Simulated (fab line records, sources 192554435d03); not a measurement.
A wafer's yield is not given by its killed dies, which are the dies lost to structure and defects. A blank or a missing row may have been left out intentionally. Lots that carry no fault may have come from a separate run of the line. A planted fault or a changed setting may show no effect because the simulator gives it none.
Matching of chambers	flow n5 finfet	N5_HKMG_FIN_ETCH_86 on rie diel-05 has 4 sister chambers
The step etches SOC in N2/H2, stops on TiN, target depth 393.2 nm. 20 wafers are shown with their chamber, then 10 later ones without.

WAFERS WITH THEIR CHAMBER
wafer	chamber	showerhead plenum p Torr (Torr)	throttle valve pct (%)	oes product au (a.u.)
L074.2	0	2.61	17.96	0.70
L074.5	1	2.55	17.49	0.73
L074.6	0	2.61	17.99	0.70
L077.1	1	2.54	17.46	0.73
L077.2	2	2.64	18.03	0.73
L077.5	1	2.54	17.47	0.73
L078.1	0	2.60	17.98	0.70
L078.4	3	2.41	17.76	0.71
L078.6	1	2.54	17.50	0.72
L082.1	3	2.40	17.77	0.72
L082.5	3	2.41	17.76	0.71
L082.6	2	2.64	18.07	0.72
L083.1	3	2.40	17.77	0.71
L083.3	2	2.64	18.06	0.73
L083.4	0	2.60	18.00	0.68
L085.1	0	2.60	18.01	0.69
L085.3	3	2.40	17.79	0.70
L085.6	0	2.60	18.01	0.69
L086.3	0	2.60	18.00	0.68
L086.4	3	2.40	17.78	0.70

SIGNATURES (averages over the wafers above)
reading	chamber 0	chamber 1	chamber 2	chamber 3	scatter within a chamber
showerhead plenum p Torr	2.6029	2.5425	2.6400	2.4033	0.00469
throttle valve pct	17.9929	17.4800	18.0533	17.7717	0.0168
oes product au	0.6914	0.7275	0.7267	0.7083	0.00754
Rule: distance of a wafer from a chamber = root of the sum over the readings of ((wafer's reading minus chamber's mean) / reading's scatter) squared. The wafer belongs to the nearest chamber; if the next one is less than 2 further off, it can't be placed. The scatter: take each reading less its chamber's mean, square it, sum over the shown wafers, divide by the number of wafers less the number of chambers, and take the root.

WAFERS MISSING THEIR CHAMBER
wafer	showerhead plenum p Torr (Torr)	throttle valve pct (%)	oes product au (a.u.)
L086.5	2.54	17.52	0.72
L089.1	2.59	18.01	0.68
L089.3	2.53	17.52	0.71
L089.5	2.40	17.78	0.70
L090.2	2.59	18.01	0.68
L090.4	2.53	17.54	0.71
L090.6	2.40	17.80	0.69
L097.4	2.53	17.57	0.70
L097.5	2.39	17.83	0.68
L097.6	2.63	18.11	0.70

EACH ONE'S CHAMBER
wafer	from the rows above	in truth
L086.5	1	1
L089.1	0	0
L089.3	1	1
L089.5	3	3
L090.2	0	0
L090.4	1	1
L090.6	3	3
L097.4	1	1
L097.5	3	3
L097.6	2	2
Correctly placed: 10 of 10. Left unplaced by these rows: 0. 0 placed wrongly.
